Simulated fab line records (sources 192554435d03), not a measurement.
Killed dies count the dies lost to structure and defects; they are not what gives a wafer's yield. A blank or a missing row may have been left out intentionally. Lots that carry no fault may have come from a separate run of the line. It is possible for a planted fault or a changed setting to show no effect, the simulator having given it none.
fab line records -- flow n5Finfet
record lots=9, wafers=25, lastDay=21
route steps=1938 shown HKMG_FIN@402 BEOL_M4@1111 PASSIVATION@1936
lots that met no fault: from a run of the same line without faults
startH: hours from the record's first day to the start of the lot's first wafer shown -- waitH: hours since the lot's step before -- " repeats the value in the row above -- L1.1+2: several wafers, shown together as one row -- - no value, or no start given -- * or withheld: withheld -- < > ~ a bound
route shown NAME@n: a module of which the file shows steps, and the number in the route of the first -- usual: mean/standard deviation taken from wafers without a fault -- same: alike in all rows -- chamber/n: place in a boat -- sites: the reading at each site -- _std_site: standard deviation of those values -- _edge_site: inner sites' mean taken away from outer sites' mean -- radiusMm: how far each site lies from the wafer's centre -- mask NAME#n: copy n -- behind: tool/chamber where the wafer was last shaped -- hold: cause of the lot's hold/its duration in hours/its outcome -- device: the n, p or np transistor that did not switch -- end of line: at the end of the route, the tests of the same wafers -- for a step that has no rows: nothing shown but its recipe -- killed: count of dies lost to structure and defects at first sort (not the wafer's yield) -- map: the dies of a wafer, with x for killed, . for not killed, _ for no die there
set.NAME: the setting the step ran with; set.NAME@STEP: the setting that earlier step ran with -- model.NAME: the simulator's own value behind a step, which no gauge read
the route's steps for a sample of lots (tables are steps, rows are wafers)
services: the hour from which a tool's chamber was out of use, counted from the record's first day as startH (under 0 if before that day), plus the number of hours and why
## steps
# step N5_HKMG_FIN_ETCH_54
# recipe chemistry=CF4, target=SiARC, targetDepthA=455, maskMaterial=CAR-ArF, timeS=75.8, ionEnergyEv=80, pressureMtorr=40, sourceW=545, biasW=36, Ar_flow_sccm=100, cf4FlowSccm=100, ends=cleared
# usual drypumpMotorCurrentA=5.67/0.2, etchRfOnTimeS=76.6/2.6, oesProductAu=0.66/0.063, rfVppV=184.3/1.2, showerheadPlenumPTorr=2.14/0.063, throttleValvePct=15.67/0.15
lot.wafer,tool,chamber,startH,waitH,drypumpMotorCurrentA,etchRfOnTimeS,oesProductAu,rfHoursCounterH,rfVppV,showerheadPlenumPTorr,throttleValvePct
L126.2,rieDiel-01,2,87.94,0.0,5.64,81.8,0.64,130,183.3,2.15,15.93
L126.3,rieDiel-01,3,87.94,0.0,5.89,80.1,0.58,218,184.6,2.13,15.65
L126.5,rieDiel-01,2,87.94,0.0,5.63,82.0,0.64,-,184.4,2.15,15.93
L127.2,rieDiel-01,0,96.72,0.0,5.73,74.3,0.74,62,183.2,2.09,15.51
L127.4,rieDiel-01,1,96.72,0.0,5.53,75.1,0.76,39,184.4,2.26,15.54
L127.5,rieDiel-01,0,96.72,0.0,5.72,73.4,0.75,-,183.8,2.09,15.51
L129.2,rieDiel-04,2,108.62,0.0,5.41,78.0,0.60,210,185.2,2.21,15.72
L129.4,rieDiel-04,0,108.62,0.0,5.89,75.6,0.59,245,184.2,2.11,16.04
L129.5,rieDiel-04,2,108.62,0.0,5.40,77.6,0.60,-,185.8,2.21,15.67
L132.2,rieDiel-01,2,123.03,0.0,5.64,79.9,0.64,139,184.3,2.14,15.96
L132.6,rieDiel-01,2,123.03,0.0,5.65,81.3,0.64,-,183.9,2.14,15.96
L134.2,rieDiel-01,1,139.82,0.0,5.56,75.7,0.73,48,186.1,2.26,15.56
L134.4,rieDiel-01,0,139.82,0.0,5.73,73.8,0.74,71,184.2,2.09,15.53
L142.2,rieDiel-01,1,184.78,0.0,5.55,75.8,0.72,67,186.4,2.25,15.61
L142.3,rieDiel-01,0,184.78,0.0,5.75,73.7,0.72,90,184.7,2.09,15.59
L142.6,rieDiel-01,2,184.78,0.0,5.63,82.1,0.62,-,182.9,2.14,15.99
L144.1,rieDiel-03,2,199.73,0.0,5.96,77.9,0.62,176,186.2,2.21,15.67
L144.2,rieDiel-03,0,199.73,0.0,5.55,73.4,0.61,208,185.4,2.11,15.68
L144.6,rieDiel-03,0,199.73,0.0,5.50,74.0,0.61,-,184.3,2.11,15.66
L145.1,rieDiel-04,1,203.40,0.0,5.92,73.5,0.82,10,182.8,2.08,15.25
L145.2,rieDiel-04,0,203.40,0.0,5.84,74.6,0.78,22,184.3,2.10,15.62
L145.5,rieDiel-04,1,203.40,0.0,5.91,74.1,0.81,-,185.6,2.08,15.25
L146.4,rieDiel-03,1,211.08,0.0,5.76,75.1,0.68,122,182.8,2.06,15.70
L146.5,rieDiel-03,1,211.08,0.0,5.78,75.0,0.68,-,182.7,2.06,15.70
L146.6,rieDiel-03,0,211.08,0.0,5.52,73.8,0.60,-,184.1,2.11,15.68
# step N5_HKMG_FIN_STRIP_93
# recipe chemistry=N2/H2, material=SOC, timeS=20, powerW=500, tempC=40, pressureMtorr=50, rfFrequencyHz=6e+07, biasPowerW=8, h2Frac=0.5, n2FlowSccm=300, h2FlowSccm=300
# usual drypumpMotorCurrentA=5.68/0.2, h2FlowSccm=300.0/0.86, oesProductAu=0.77/0.075, rfVppV=54.3/0.89, showerheadPlenumPTorr=3.36/0.11, throttleValvePct=19.1/0.36
lot.wafer,tool,chamber,startH,waitH,drypumpMotorCurrentA,h2FlowSccm,oesProductAu,rfHoursCounterH,rfVppV,showerheadPlenumPTorr,throttleValvePct
L126.2,rieDiel-01,2,88.63,0.2,5.65,300.6,0.75,131,53.8,3.38,19.6
L126.3,rieDiel-01,3,88.63,0.2,5.86,301.4,0.68,218,53.3,3.33,19.2
L126.5,rieDiel-01,2,88.63,0.2,5.65,301.9,0.75,-,54.6,3.38,19.6
L127.2,rieDiel-01,0,97.41,0.2,5.75,300.4,0.88,63,54.7,3.28,18.9
L127.4,rieDiel-01,1,97.41,0.2,5.58,300.3,0.86,39,55.3,3.55,19.2
L127.5,rieDiel-01,0,97.41,0.2,5.73,300.1,0.89,-,52.6,3.28,18.9
L129.2,rieDiel-04,2,109.32,0.2,5.45,300.3,0.70,211,54.6,3.49,19.5
L129.4,rieDiel-04,0,109.32,0.2,5.88,299.8,0.70,245,53.2,3.29,19.0
L129.5,rieDiel-04,2,109.32,0.2,5.42,299.2,0.69,-,55.5,3.49,19.4
L132.2,rieDiel-01,2,123.73,0.2,5.65,300.5,0.74,139,54.0,3.38,19.7
L132.6,rieDiel-01,2,123.73,0.2,5.63,299.1,0.74,-,54.4,3.38,19.7
L134.2,rieDiel-01,1,140.51,0.2,5.57,299.7,0.85,49,53.5,3.54,19.2
L134.4,rieDiel-01,0,140.51,0.2,5.77,300.7,0.87,72,55.6,3.27,19.0
L142.2,rieDiel-01,1,185.47,0.2,5.58,299.9,0.82,68,54.5,3.53,19.3
L142.3,rieDiel-01,0,185.47,0.2,5.75,300.2,0.85,90,54.5,3.26,19.0
L142.6,rieDiel-01,2,185.47,0.2,5.65,300.1,0.71,-,55.5,3.36,19.7
L144.1,rieDiel-03,2,200.42,0.2,5.97,299.5,0.73,176,54.8,3.47,18.9
L144.2,rieDiel-03,0,200.42,0.2,5.55,299.3,0.72,208,53.0,3.30,18.8
L144.6,rieDiel-03,0,200.42,0.2,5.52,299.7,0.71,-,52.7,3.30,18.8
L145.1,rieDiel-04,1,204.09,0.2,5.92,300.3,0.95,11,54.3,3.31,19.1
L145.2,rieDiel-04,0,204.09,0.2,5.86,298.7,0.92,23,55.0,3.28,18.7
L145.5,rieDiel-04,1,204.09,0.2,5.91,301.5,0.96,-,54.1,3.31,19.1
L146.4,rieDiel-03,1,211.77,0.2,5.76,298.7,0.81,122,55.2,3.23,19.0
L146.5,rieDiel-03,1,211.77,0.2,5.77,299.7,0.81,-,53.6,3.23,19.0
L146.6,rieDiel-03,0,211.77,0.2,5.55,300.7,0.72,-,53.7,3.29,18.8
# step N5_HKMG_FIN_PWFM_ALD_03
# recipe material=TiN, targetThkA=20, tempC=400, aldPrecursorFamily=TiCl4, aldCoReactant=NH3, pulseTimeS=1, purgeTimeS=3, coReactantPurgeTimeS=2, coReactantPulseTimeS=2, aldCycles=91, pressureTorr=3
# usual aldCycles=91/0, heaterPowerOuterW=510/56, heaterPowerW=851/74, precursorPulseHeightRel=0.996/0.02
# same pulseTimeS=1
lot.wafer,tool,chamber,startH,waitH,aldCycles,heaterPowerOuterW,heaterPowerW,precursorPulseHeightRel
L126.2,aldMetal-01,3,90.34,0.0,91,553,879,0.971
L126.3,aldMetal-01,1,90.34,0.0,91,558,980,1.017
L126.5,aldMetal-01,0,90.34,0.0,91,460,795,0.973
L127.2,aldMetal-04,1,99.13,0.0,91,464,767,0.991
L127.4,aldMetal-04,0,99.13,0.0,91,536,876,1.009
L127.5,aldMetal-04,2,99.13,0.0,91,526,884,1.001
L129.2,aldMetal-04,1,111.26,0.0,91,475,757,1.005
L129.4,aldMetal-04,3,111.26,0.0,91,442,783,0.995
L129.5,aldMetal-04,0,111.26,0.0,91,519,869,1.009
L132.2,aldMetal-04,3,125.44,0.0,113,432,787,0.997
L132.6,aldMetal-04,0,125.44,0.0,91,533,868,1.014
L134.2,aldMetal-04,1,142.48,0.0,113,474,748,0.953
L134.4,aldMetal-04,3,142.48,0.0,91,437,770,0.989
L142.2,aldMetal-01,2,187.51,0.0,91,542,829,1.008
L142.3,aldMetal-01,1,187.51,0.0,91,556,959,0.995
L142.6,aldMetal-01,2,187.51,0.0,91,529,842,0.967
L144.1,aldMetal-04,2,202.34,0.0,91,522,881,0.973
L144.2,aldMetal-04,3,202.34,0.0,91,433,775,0.979
L144.6,aldMetal-04,0,202.34,0.0,91,515,874,0.999
L145.1,aldMetal-02,3,205.87,0.0,91,477,820,1.017
L145.2,aldMetal-02,2,205.87,0.0,91,483,756,1.023
L145.5,aldMetal-02,3,205.87,0.0,91,472,836,1.015
L146.4,aldMetal-01,2,213.50,0.0,91,550,841,0.988
L146.5,aldMetal-01,0,213.50,0.0,91,454,819,0.984
L146.6,aldMetal-01,3,213.50,0.0,91,555,857,0.994
# step N5_HKMG_FIN_OVL_MEAS_13
# recipe pointsPerWafer=44
# usual NWFM_OVL=0.1/0.69
lot.wafer,tool,chamber,startH,waitH,NWFM_OVL[nm]
L126.2,overlay-02,0,91.10,0.0,0.3
L126.3,overlay-02,0,91.10,0.0,0.7
L126.5,overlay-02,0,91.10,0.0,-0.3
L127.2,overlay-01,0,100.00,0.0,0.5
L127.4,overlay-01,0,100.00,0.0,0.6
L127.5,overlay-01,0,100.00,0.0,0.0
L129.2,overlay-02,0,112.00,0.0,0.4
L129.4,overlay-02,0,112.00,0.0,0.9
L129.5,overlay-02,0,112.00,0.0,0.6
L132.2,overlay-01,0,126.31,0.0,0.4
L132.6,overlay-01,0,126.31,0.0,-0.7
L134.2,overlay-02,0,143.35,0.0,-0.6
L134.4,overlay-02,0,143.35,0.0,-0.4
L142.2,overlay-02,0,188.38,0.0,-1.3
L142.3,overlay-02,0,188.38,0.0,-0.9
L142.6,overlay-02,0,188.38,0.0,-0.8
L144.1,overlay-02,0,203.08,0.0,-0.6
L144.2,overlay-02,0,203.08,0.0,-1.5
L144.6,overlay-02,0,203.08,0.0,-0.4
L145.1,overlay-02,0,206.74,0.0,0.8
L145.2,overlay-02,0,206.74,0.0,0.7
L145.5,overlay-02,0,206.74,0.0,-0.5
L146.4,overlay-02,0,214.24,0.0,-0.3
L146.5,overlay-02,0,214.24,0.0,1.4
L146.6,overlay-02,0,214.24,0.0,0.4
# step N5_BEOL_M4_RC_MEAS_101
# usual DIBL_N=36.1/2.3, DIBL_P=36/3.2, IOFF_N=0.16/0.045, IOFF_P=0.21/0.049, IOFF_P_LIN=0.101/0.016, IOFF_P_LONG=0.000107/8.9e-06, ION_N=674/14, ION_P=462/8.4, SS_N=71.6/0.83, SS_P=73.2/0.87, VT_N=249/3.8, VT_P=-250/3.4, VT_P_LONG=-275/3, VT_P_LVT=-99/3
lot.wafer,tool,chamber,startH,waitH,DIBL_N[mV/V],DIBL_P[mV/V],IOFF_N[nA/um],IOFF_P[nA/um],IOFF_P_LIN[nA/um],IOFF_P_LONG[nA/um],ION_N[uA/um],ION_P[uA/um],SS_N[mV/dec],SS_P[mV/dec],VT_N[mV],VT_P[mV],VT_P_LONG[mV],VT_P_LVT[mV]
L126.2,prober-01,0,260.07,0.2,39.1,42,0.22,0.29,0.124,0.000105,686,468,72.3,74.4,246,-246,-275,-94
L126.3,prober-01,0,260.07,0.2,38.2,40,0.20,0.26,0.114,9.8e-05,679,465,72.0,73.7,248,-246,-276,-95
L126.5,prober-01,0,260.07,0.2,36.7,39,0.19,0.26,0.117,0.000108,695,481,71.3,73.7,244,-246,-275,-94
L129.2,prober-02,0,277.70,0.2,35.9,36,0.16,0.18,0.087,9.5e-05,671,449,71.5,74.0,248,-250,-278,-103
L129.4,prober-02,0,277.70,0.2,31.9,31,0.10,0.13,0.072,0.000103,663,451,69.7,72.0,252,-256,-279,-105
L129.5,prober-02,0,277.70,0.2,35.3,34,0.16,0.17,0.085,9.8e-05,670,453,70.8,72.7,246,-255,-278,-102
L127.2,prober-02,0,280.86,0.2,35.8,36,0.15,0.20,0.098,0.000104,674,458,71.7,72.9,249,-251,-273,-100
L127.4,prober-02,0,280.86,0.2,34.3,34,0.13,0.17,0.090,0.000113,669,461,71.1,72.6,249,-252,-272,-101
L127.5,prober-02,0,280.86,0.2,34.7,35,0.14,0.19,0.095,0.000113,677,460,70.5,72.1,249,-251,-274,-101
L132.2,prober-01,0,313.61,0.2,31.5,30,0.09,0.26,0.137,0.000156,644,471,70.8,72.5,257,-237,-262,-86
L132.6,prober-01,0,313.61,0.2,30.0,29,0.09,0.13,0.072,0.00011,653,455,69.6,71.3,256,-255,-274,-104
L134.2,prober-02,0,317.56,0.2,35.8,34,0.12,0.38,0.186,0.000181,652,483,71.0,73.4,254,-234,-257,-83
L134.4,prober-02,0,317.56,0.2,37.7,37,0.16,0.25,0.116,0.000108,675,465,71.9,73.4,251,-247,-271,-97
L145.1,prober-02,0,364.44,0.0,39.9,39,0.22,0.24,0.112,9.7e-05,707,474,72.3,74.2,244,-250,-279,-98
L145.2,prober-02,0,364.44,0.0,36.0,34,0.14,0.17,0.087,8.7e-05,661,450,70.8,73.0,250,-252,-280,-103
L145.5,prober-02,0,364.44,0.0,35.4,33,0.13,0.17,0.090,9.9e-05,670,460,70.4,72.0,251,-248,-278,-102
L142.2,prober-01,0,388.49,0.2,35.1,37,0.15,0.23,0.105,0.000119,659,460,71.3,73.8,250,-250,-277,-99
L142.3,prober-01,0,388.49,0.2,36.6,38,0.19,0.23,0.107,0.000108,682,457,72.4,73.2,248,-250,-275,-99
L142.6,prober-01,0,388.49,0.2,35.3,37,0.15,0.21,0.098,0.000111,665,454,71.9,73.4,252,-250,-273,-101
L144.1,prober-02,0,388.83,0.0,40.9,44,0.28,0.38,0.152,0.000114,686,469,73.0,75.4,241,-241,-274,-93
L144.2,prober-02,0,388.83,0.0,40.3,43,0.30,0.36,0.148,0.000119,695,472,72.4,74.8,239,-240,-274,-92
L144.6,prober-02,0,388.83,0.0,39.2,41,0.26,0.31,0.131,0.000114,685,464,72.8,75.0,243,-243,-274,-94
L146.4,prober-01,0,394.25,0.5,37.5,39,0.20,0.25,0.111,9.6e-05,683,463,72.7,73.3,246,-248,-277,-95
L146.5,prober-01,0,394.25,0.5,40.1,42,0.24,0.29,0.123,9.5e-05,679,461,72.7,74.2,246,-248,-278,-95
L146.6,prober-01,0,394.25,0.5,37.4,38,0.19,0.24,0.110,0.000106,681,466,72.0,73.7,247,-247,-276,-96
# step N5_PASSIVATION_PROBE_49
# usual defectLimitedYield=90.9/1.6, killed_at_M0_to_M3=37/11, killed_at_M4_up=15/5.6, killedAtContacts=13/6.4, killedAtFrontEnd=39/11, killedAtOther=4/3.1, killedDies=107/19, killedOpen=71/14, killedShort=34/7.8, sort_bin_4_leakage=0.01/0.053, sort_bin_5_function=5.3/1, sort_bin_6_memory=3.4/0.72, sort_bin_8_speed=0.0/0.42, sortNPass=1072/20, sortYieldPct=90.9/1.7
# same grossDies=1180, killedAtBackSide=0
lot.wafer,tool,chamber,startH,waitH,defectLimitedYield[%],killed_at_M0_to_M3,killed_at_M4_up,killedAtContacts,killedAtFrontEnd,killedAtOther,killedDies,killedOpen,killedShort,sort_bin_4_leakage[%],sort_bin_5_function[%],sort_bin_6_memory[%],sort_bin_8_speed[%],sortNPass,sortYieldPct[%]
L126.2,prober-02,-,368.48,0.1,89.5,41,23,26,30,4,124,82,34,0,5.2,4.4,0,1056,89.5
L126.3,prober-02,-,368.53,0.1,90.3,36,10,15,52,2,115,68,37,0,5.3,3.4,0,1065,90.3
L126.5,prober-02,-,368.63,0.2,88.6,33,22,16,50,14,135,78,48,0,5.8,4.6,0,1045,88.6
L127.2,prober-01,-,376.91,0.1,92.5,14,11,29,33,1,88,56,24,0,4.3,2.8,0,1092,92.5
L127.4,prober-01,-,377.01,0.2,90.5,25,21,13,51,2,112,73,38,0,5.2,3.9,0,1068,90.5
L127.5,prober-01,-,377.06,0.2,90.1,43,14,22,38,0,117,78,32,0,6.4,3.1,0,1063,90.1
L134.2,prober-01,-,450.60,0.1,90.4,26,17,8,60,2,113,78,33,0.08,5.4,4.0,0,1066,90.3
L134.4,prober-01,-,450.70,0.2,88.8,39,15,20,49,9,132,85,46,0,6.1,4.9,0,1048,88.8
L142.2,prober-02,-,494.88,0.1,85.6,67,14,36,47,6,170,121,48,0,9.0,4.8,0,1010,85.6
L142.3,prober-02,-,494.93,0.1,89.7,40,21,15,44,2,122,80,42,0,6.2,4.0,0,1058,89.7
L142.6,prober-02,-,495.08,0.3,90.4,39,21,22,30,1,113,83,30,0,6.3,3.0,0,1067,90.4
# killed by level:class
L126.2 MOL_CONTACT_COAG:geometricParticle:open=22 BEOL_M4:geometricParticle:open=12 DUMMY_GATE:geometricParticle:open=9 BEOL_M0_SAQP:geometricParticle:short=9 BEOL_M3:geometricParticle:open=8 BEOL_M2:geometricParticle:open=7 BEOL_M0_SAQP:geometricParticle:open=6 BEOL_M5:geometricParticle:open=5
L126.3 MOL_CONTACT_COAG:geometricParticle:open=12 FIN_SAQP:geometricParticle:open=10 FIN_SAQP:geometricParticle:short=9 HKMG_FIN:areaEtch=8 BEOL_M2:geometricParticle:open=7 STI_FIN_REVEAL:geometricParticle:open=6 BEOL_M0_SAQP:geometricParticle:short=6 BEOL_M0_SAQP:geometricParticle:open=6
L126.5 FIN_SAQP:geometricParticle:short=11 BEOL_M4:geometricParticle:open=10 FIN_SAQP:geometricParticle:open=9 MOL_CONTACT_COAG:geometricParticle:open=9 BEOL_M3:geometricParticle:open=8 BEOL_M5:geometricParticle:open=7 MOL_CONTACT_COAG:geometricParticle:short=7 BEOL_M0_SAQP:geometricParticle:open=7
L127.2 MOL_CONTACT_COAG:geometricParticle:open=22 FIN_SAQP:geometricParticle:open=9 GATE_CUT:geometricParticle:short=7 BEOL_M1:geometricParticle:open=7 STI_FIN_REVEAL:geometricParticle:open=6 MOL_CONTACT_COAG:geometricParticle:short=5 BEOL_M0_SAQP:geometricParticle:short=4 FIN_SAQP:geometricParticle:short=3
L127.4 BEOL_M4:geometricParticle:open=11 MOL_CONTACT_COAG:geometricParticle:open=10 FIN_SAQP:geometricParticle:open=9 GATE_CUT:geometricParticle:short=9 FIN_SAQP:geometricParticle:short=7 STARTING-WAFER:geometricParticle:open=7 DUMMY_GATE:geometricParticle:open=5 STI_FIN_REVEAL:geometricParticle:open=5
L127.5 MOL_CONTACT_COAG:geometricParticle:open=19 BEOL_M3:geometricParticle:open=13 FIN_SAQP:geometricParticle:short=12 BEOL_M1:geometricParticle:open=10 BEOL_M0_SAQP:geometricParticle:open=7 FIN_SAQP:geometricParticle:open=6 BEOL_M2:geometricParticle:open=4 GATE_CUT:geometricParticle:short=4
L134.2 STI_FIN_REVEAL:geometricParticle:open=25 FIN_SAQP:geometricParticle:short=9 BEOL_M0_SAQP:geometricParticle:open=9 BEOL_M4:geometricParticle:open=9 BEOL_M0_SAQP:geometricParticle:short=8 FIN_SAQP:geometricParticle:open=6 MOL_CONTACT_COAG:geometricParticle:open=5 BEOL_M3:geometricParticle:open=5
L134.4 STI_FIN_REVEAL:geometricParticle:open=15 MOL_CONTACT_COAG:geometricParticle:open=15 FIN_SAQP:geometricParticle:open=12 FIN_SAQP:geometricParticle:short=10 BEOL_M0_SAQP:geometricParticle:open=10 BEOL_M0_SAQP:geometricParticle:short=9 BEOL_M4:geometricParticle:open=9 BEOL_M2:geometricParticle:open=8
L142.2 MOL_CONTACT_COAG:geometricParticle:open=31 BEOL_M0_SAQP:geometricParticle:open=16 BEOL_M0_SAQP:geometricParticle:short=14 BEOL_M1:geometricParticle:open=13 BEOL_M2:geometricParticle:open=13 DUMMY_GATE:geometricParticle:open=9 FIN_SAQP:geometricParticle:short=8 STI_FIN_REVEAL:geometricParticle:open=8
L142.3 BEOL_M0_SAQP:geometricParticle:short=13 MOL_CONTACT_COAG:geometricParticle:open=13 BEOL_M0_SAQP:geometricParticle:open=13 GATE_CUT:geometricParticle:short=10 FIN_SAQP:geometricParticle:open=8 STI_FIN_REVEAL:geometricParticle:open=8 BEOL_M4:geometricParticle:open=8 BEOL_M2:geometricParticle:open=5
L142.6 MOL_CONTACT_COAG:geometricParticle:open=18 BEOL_M0_SAQP:geometricParticle:open=12 BEOL_M4:geometricParticle:open=11 FIN_SAQP:geometricParticle:open=9 DUMMY_GATE:geometricParticle:open=9 BEOL_M0_SAQP:geometricParticle:short=8 BEOL_M1:geometricParticle:short=5 BEOL_M2:geometricParticle:open=5
## services
tool,chamber,startH,hours,kind
rieDiel-03,3,73.73,36.7,repair
aldMetal-01,-,81.76,2.8,pm
rieDiel-04,3,94.76,1.6,repair
aldMetal-02,3,96.11,1.5,repair
aldMetal-02,0,111.21,23.8,repair
rieDiel-01,-,114.20,2.8,pm
rieDiel-03,2,115.16,18.1,repair
rieDiel-04,0,128.41,-,clean
rieDiel-04,0,128.41,-,consumableReplace:focusRing
rieDiel-04,0,128.41,18.3,scheduledDown
rieDiel-04,0,128.41,18.3,ventCycle
aldMetal-01,-,129.35,0.9,repair
aldMetal-02,2,130.18,8.3,repair
rieDiel-04,1,146.94,-,clean
rieDiel-04,1,146.94,-,consumableReplace:focusRing
rieDiel-04,1,146.94,28.4,scheduledDown
rieDiel-04,1,146.94,28.4,ventCycle
rieDiel-01,3,191.56,-,clean
rieDiel-01,3,191.56,-,consumableReplace:focusRing
rieDiel-01,3,191.56,22.6,scheduledDown
rieDiel-01,3,191.56,22.6,ventCycle
rieDiel-03,0,206.78,4.0,repair
rieDiel-04,2,209.91,-,clean
rieDiel-04,2,209.91,-,consumableReplace:focusRing
## key
firstSign step=N5_HKMG_FIN_PWFM_ALD_03, reading=aldCycles, direction=up, sigmas=99+, usual=*, struck=*
effect step=N5_BEOL_M4_RC_MEAS_101, reading=IOFF_P_LONG, direction=up, sigmas=7, usual=0.000107, struck=0.000169
effect step=N5_BEOL_M4_RC_MEAS_101, reading=VT_P_LONG, direction=up, sigmas=5.3, usual=-275, struck=-259
effect step=N5_BEOL_M4_RC_MEAS_101, reading=VT_P_LVT, direction=up, sigmas=4.7, usual=-99, struck=-85
effect step=N5_BEOL_M4_RC_MEAS_101, reading=VT_P, direction=up, sigmas=4.3, usual=-250, struck=-235
effect step=N5_BEOL_M4_RC_MEAS_101, reading=IOFF_P_LIN, direction=up, sigmas=3.7, usual=0.101, struck=0.161
metAt N5_HKMG_FIN_PWFM_ALD_03
struckLots L132,L134
struckWafers L132.2,L134.2
notActingAt N5_HKMG_FIN_ETCH_54,N5_HKMG_FIN_STRIP_93,N5_HKMG_FIN_OVL_MEAS_13
onsetBetween 111.26 125.44
fault kind=processParameterDrift, tool=aldMetal-04, chamber=-, onsetH=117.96, steps=N5_HKMG_FIN_PWFM_ALD_03, channel=aldCycles, offset=*, shape=step, endH=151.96, scope=struckWafersOnly, actsIn=*, stated=*
